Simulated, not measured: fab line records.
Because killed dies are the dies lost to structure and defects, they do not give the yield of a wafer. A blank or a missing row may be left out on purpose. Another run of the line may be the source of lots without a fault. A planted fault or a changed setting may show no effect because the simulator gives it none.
Split-lot experiment :: flow n5 finfet :: 39 wafers read across 7 lots, on a route 1938 steps long

ON THE SPLIT
At N5_GATE_CUT_ALD_22 (deposits SiNx, target thk 16 nm, pulse time 1 s, ald cycles 320), the setting ald cycles was moved away from the recipe's 320 on 15 of the 39 wafers read, by -58.1% to +54.4%. This setting was run at the recipe's value on the other wafers.

The reading is taken at the split's own step.

THE READING
SiNx_of_GATE_CUT_ALD_22.thk nm (the simulator's own value, which no gauge read), in nm, at N5_GATE_CUT_ALD_22 (deposits SiNx, target thk 16 nm, pulse time 1 s, ald cycles 320). There is no usual value for it anywhere in the file. The 24 wafers here that ran the recipe average 16.0 nm, standard deviation 0.1 nm.

wafer: L075.1
tool, chamber at the split: ald sin-03, 0
ald cycles as run: 320
against the recipe: recipe
SiNx_of_GATE_CUT_ALD_22.thk nm, nm: 16.2
against lot-mates on the recipe: -

wafer: L075.6
tool, chamber at the split: ald sin-03, 0
ald cycles as run: 320
against the recipe: recipe
SiNx_of_GATE_CUT_ALD_22.thk nm, nm: 16.2
against lot-mates on the recipe: -

wafer: L075.2
tool, chamber at the split: ald sin-03, 1,3
ald cycles as run: 494
against the recipe: +54.4%
SiNx_of_GATE_CUT_ALD_22.thk nm, nm: 24.8
against lot-mates on the recipe: +8.7

wafer: L075.3
tool, chamber at the split: ald sin-03, 1,3
ald cycles as run: 494
against the recipe: +54.4%
SiNx_of_GATE_CUT_ALD_22.thk nm, nm: 24.8
against lot-mates on the recipe: +8.7

wafer: L075.4
tool, chamber at the split: ald sin-03, 2
ald cycles as run: 494
against the recipe: +54.4%
SiNx_of_GATE_CUT_ALD_22.thk nm, nm: 24.6
against lot-mates on the recipe: +8.5

wafer: L075.5
tool, chamber at the split: ald sin-03, 1
ald cycles as run: 320
against the recipe: recipe
SiNx_of_GATE_CUT_ALD_22.thk nm, nm: 16
against lot-mates on the recipe: -

wafer: L076.2
tool, chamber at the split: ald sin-04, 3
ald cycles as run: 320
against the recipe: recipe
SiNx_of_GATE_CUT_ALD_22.thk nm, nm: 16.2
against lot-mates on the recipe: -

wafer: L076.4
tool, chamber at the split: ald sin-04, 2,1
ald cycles as run: 320
against the recipe: recipe
SiNx_of_GATE_CUT_ALD_22.thk nm, nm: 16
against lot-mates on the recipe: -

wafer: L076.5
tool, chamber at the split: ald sin-04, 2,1
ald cycles as run: 320
against the recipe: recipe
SiNx_of_GATE_CUT_ALD_22.thk nm, nm: 16
against lot-mates on the recipe: -

wafer: L082.1
tool, chamber at the split: ald sin-03, 3
ald cycles as run: 176
against the recipe: -45.0%
SiNx_of_GATE_CUT_ALD_22.thk nm, nm: 9
against lot-mates on the recipe: -7.1

wafer: L082.2
tool, chamber at the split: ald sin-03, 2
ald cycles as run: 176
against the recipe: -45.0%
SiNx_of_GATE_CUT_ALD_22.thk nm, nm: 8.8
against lot-mates on the recipe: -7.3

wafer: L082.6
tool, chamber at the split: ald sin-03, 2
ald cycles as run: 176
against the recipe: -45.0%
SiNx_of_GATE_CUT_ALD_22.thk nm, nm: 8.8
against lot-mates on the recipe: -7.3

wafer: L082.3
tool, chamber at the split: ald sin-03, 0
ald cycles as run: 320
against the recipe: recipe
SiNx_of_GATE_CUT_ALD_22.thk nm, nm: 16.2
against lot-mates on the recipe: -

wafer: L082.4
tool, chamber at the split: ald sin-03, 1,3
ald cycles as run: 320
against the recipe: recipe
SiNx_of_GATE_CUT_ALD_22.thk nm, nm: 16
against lot-mates on the recipe: -

wafer: L082.5
tool, chamber at the split: ald sin-03, 1,3
ald cycles as run: 320
against the recipe: recipe
SiNx_of_GATE_CUT_ALD_22.thk nm, nm: 16
against lot-mates on the recipe: -

wafer: L091.1
tool, chamber at the split: ald sin-01, 0
ald cycles as run: 320
against the recipe: recipe
SiNx_of_GATE_CUT_ALD_22.thk nm, nm: 15.8
against lot-mates on the recipe: -

wafer: L091.2
tool, chamber at the split: ald sin-01, 1,0
ald cycles as run: 320
against the recipe: recipe
SiNx_of_GATE_CUT_ALD_22.thk nm, nm: 16
against lot-mates on the recipe: -

wafer: L091.6
tool, chamber at the split: ald sin-01, 1,0
ald cycles as run: 320
against the recipe: recipe
SiNx_of_GATE_CUT_ALD_22.thk nm, nm: 16
against lot-mates on the recipe: -

wafer: L091.3
tool, chamber at the split: ald sin-01, 2,3,1
ald cycles as run: 162
against the recipe: -49.4%
SiNx_of_GATE_CUT_ALD_22.thk nm, nm: 8.2
against lot-mates on the recipe: -7.7

wafer: L091.4
tool, chamber at the split: ald sin-01, 2,3,1
ald cycles as run: 162
against the recipe: -49.4%
SiNx_of_GATE_CUT_ALD_22.thk nm, nm: 8.2
against lot-mates on the recipe: -7.7

wafer: L091.5
tool, chamber at the split: ald sin-01, 2,3,1
ald cycles as run: 162
against the recipe: -49.4%
SiNx_of_GATE_CUT_ALD_22.thk nm, nm: 8.2
against lot-mates on the recipe: -7.7

wafer: L093.1
tool, chamber at the split: ald sin-03, 1,0,1
ald cycles as run: 320
against the recipe: recipe
SiNx_of_GATE_CUT_ALD_22.thk nm, nm: 16
against lot-mates on the recipe: -

wafer: L093.2
tool, chamber at the split: ald sin-03, 1,0,1
ald cycles as run: 320
against the recipe: recipe
SiNx_of_GATE_CUT_ALD_22.thk nm, nm: 16
against lot-mates on the recipe: -

wafer: L093.6
tool, chamber at the split: ald sin-03, 1,0,1
ald cycles as run: 320
against the recipe: recipe
SiNx_of_GATE_CUT_ALD_22.thk nm, nm: 16
against lot-mates on the recipe: -

wafer: L093.3
tool, chamber at the split: ald sin-03, 2,3,2
ald cycles as run: 445
against the recipe: +39.1%
SiNx_of_GATE_CUT_ALD_22.thk nm, nm: 22.2
against lot-mates on the recipe: +6.2

wafer: L093.4
tool, chamber at the split: ald sin-03, 2,3,2
ald cycles as run: 445
against the recipe: +39.1%
SiNx_of_GATE_CUT_ALD_22.thk nm, nm: 22.2
against lot-mates on the recipe: +6.2

wafer: L093.5
tool, chamber at the split: ald sin-03, 2,3,2
ald cycles as run: 445
against the recipe: +39.1%
SiNx_of_GATE_CUT_ALD_22.thk nm, nm: 22.2
against lot-mates on the recipe: +6.2

wafer: L094.1
tool, chamber at the split: ald sin-03, 1,0,2
ald cycles as run: 134
against the recipe: -58.1%
SiNx_of_GATE_CUT_ALD_22.thk nm, nm: 6.6
against lot-mates on the recipe: -9.4

wafer: L094.3
tool, chamber at the split: ald sin-03, 1,0,2
ald cycles as run: 134
against the recipe: -58.1%
SiNx_of_GATE_CUT_ALD_22.thk nm, nm: 6.6
against lot-mates on the recipe: -9.4

wafer: L094.4
tool, chamber at the split: ald sin-03, 1,0,2
ald cycles as run: 134
against the recipe: -58.1%
SiNx_of_GATE_CUT_ALD_22.thk nm, nm: 6.6
against lot-mates on the recipe: -9.4

wafer: L094.2
tool, chamber at the split: ald sin-03, 2,1,0
ald cycles as run: 320
against the recipe: recipe
SiNx_of_GATE_CUT_ALD_22.thk nm, nm: 16
against lot-mates on the recipe: -

wafer: L094.5
tool, chamber at the split: ald sin-03, 2,1,0
ald cycles as run: 320
against the recipe: recipe
SiNx_of_GATE_CUT_ALD_22.thk nm, nm: 16
against lot-mates on the recipe: -

wafer: L094.6
tool, chamber at the split: ald sin-03, 2,1,0
ald cycles as run: 320
against the recipe: recipe
SiNx_of_GATE_CUT_ALD_22.thk nm, nm: 16
against lot-mates on the recipe: -

wafer: L096.1
tool, chamber at the split: ald sin-04, 2,1
ald cycles as run: 320
against the recipe: recipe
SiNx_of_GATE_CUT_ALD_22.thk nm, nm: 16.2
against lot-mates on the recipe: -

wafer: L096.6
tool, chamber at the split: ald sin-04, 2,1
ald cycles as run: 320
against the recipe: recipe
SiNx_of_GATE_CUT_ALD_22.thk nm, nm: 16.2
against lot-mates on the recipe: -

wafer: L096.2
tool, chamber at the split: ald sin-04, 3,1,0,0
ald cycles as run: 320
against the recipe: recipe
SiNx_of_GATE_CUT_ALD_22.thk nm, nm: 16
against lot-mates on the recipe: -

wafer: L096.3
tool, chamber at the split: ald sin-04, 3,1,0,0
ald cycles as run: 320
against the recipe: recipe
SiNx_of_GATE_CUT_ALD_22.thk nm, nm: 16
against lot-mates on the recipe: -

wafer: L096.4
tool, chamber at the split: ald sin-04, 3,1,0,0
ald cycles as run: 320
against the recipe: recipe
SiNx_of_GATE_CUT_ALD_22.thk nm, nm: 16
against lot-mates on the recipe: -

wafer: L096.5
tool, chamber at the split: ald sin-04, 3,1,0,0
ald cycles as run: 320
against the recipe: recipe
SiNx_of_GATE_CUT_ALD_22.thk nm, nm: 16
against lot-mates on the recipe: -
Rows listing several chambers each stand for several wafers; the file does not say which wafer went through which chamber.

THE FIT
A straight line over all 39 wafers: SiNx_of_GATE_CUT_ALD_22.thk nm changes by +0.16 nm for each +1% of ald cycles; r = +1.00; the points scatter about the line by 0.1 nm.
The same after taking each lot's own level away (the mean of its wafers on the recipe; 39 wafers): +0.159 nm for each +1%; r = +1.00; scatter 0.095 nm.
Per that fit: largest ald cycles move, reading shift of 9.3 nm.
From 15.93 to 16.13 nm: that is the span of the lots' own levels, equal to 2.0 times the standard deviation above.
The two slopes are in agreement: the lot-to-lot level therefore moves the slope only a little.
Check: with one of the wafers moved furthest among these (-58.1%) left out of the fit, the line predicts -9.24 nm for it against its lot-mates. It came out at -9.4 nm against them.

ADDITIONAL SPLITS CARRIED BY THESE WAFERS
These wafers also went through other splits before the reading. Each is held against what the fit with the lots' levels taken away leaves over:
other split on the same wafers: N5_ZERO_LAYER_ETCH_18 target depth a
wafers away from the commonest value: 15
r with SiNx_of_GATE_CUT_ALD_22.thk nm (lot level and that fit taken away): +0.24

other split on the same wafers: N5_FIN_SAQP_MANDREL_ETCH_22 target depth a
wafers away from the commonest value: 15
r with SiNx_of_GATE_CUT_ALD_22.thk nm (lot level and that fit taken away): -0.23

other split on the same wafers: N5_STI_FIN_REVEAL_ETCHBACK_08 target depth a
wafers away from the commonest value: 9
r with SiNx_of_GATE_CUT_ALD_22.thk nm (lot level and that fit taken away): -0.05

THE WHOLE CHAIN: every reading that the file lists as answering this split, in the file's order
step: N5_GATE_CUT_ALD_22
what it does: deposits SiNx, target thk 16 nm, pulse time 1 s, ald cycles 320
reading: SiNx_of_GATE_CUT_ALD_22.thk nm (the simulator's own value, which no gauge read)
change (the file's fit): +0.159 nm for each +1% of the setting
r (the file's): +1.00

step: N5_GATE_CUT_CMP_23
what it does: polishes, stops on SiO2, t overpolish 23.4 s, target thk 16 nm
reading: SiNx_of_GATE_CUT_ALD_22.thk nm (the simulator's own value, which no gauge read)
change (the file's fit): not straight: 6.6 at the lowest setting, 16.04 at the recipe, 16.33 at the highest
r (the file's): not given

FILE'S OWN FIT
SiNx_of_GATE_CUT_ALD_22.thk nm changes by +0.159 nm for each +1% of ald cycles, r = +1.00.
